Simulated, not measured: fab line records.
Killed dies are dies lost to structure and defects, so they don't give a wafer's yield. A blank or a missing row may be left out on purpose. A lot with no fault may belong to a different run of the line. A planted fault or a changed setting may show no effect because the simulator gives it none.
Chamber matching    flow nandHarc    pecvd-03 running NHARC_A_SLIT_DEP_25: 3 sister chambers
The step deposits SiO2, target thk 200 nm. 3 wafers are shown with their chamber, then 8 later ones without.

## WAFERS PAIRED WITH THEIR CHAMBERS
wafer   chamber  throttleValvePct (%)
L091.3  1        15.8
L091.6  0        16.4
L092.1  2        16.0

## WAFERS WITH NO CHAMBER GIVEN
wafer   throttleValvePct (%)
L092.3  16.4
L092.4  15.5
L094.1  16.3
L094.2  15.6
L094.5  16.3
L096.1  15.6
L096.3  15.9
L096.5  16.4

## WHICH CHAMBER EACH ONE RAN IN
wafer   from the rows above      in truth
L092.3  0                        0
L092.4  can't be placed: 1 or 2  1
L094.1  can't be placed: 0 or 2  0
L094.2  can't be placed: 1 or 2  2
L094.5  can't be placed: 0 or 2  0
L096.1  can't be placed: 1 or 2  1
L096.3  can't be placed: 1 or 2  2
L096.5  0                        0
2 of 8 placed correctly. Cannot be placed on the basis of these rows: 6; the candidates contain the true chamber in 6. Number placed wrongly: 0.
How it was worked out, from the rows above alone: a wafer's distance from a chamber is the root of the sum, over the readings, of the square of ((its reading less the chamber's mean) divided by the reading's scatter). If the next closest chamber is less than 2 further off than the closest, the wafer can't be placed; otherwise it belongs to the closest. For every chamber, the mean is computed from those of its wafers that are shown. The scatter: with one shown wafer a chamber, the root of the mean of the squares of how far each hidden wafer lies from its nearest shown one.
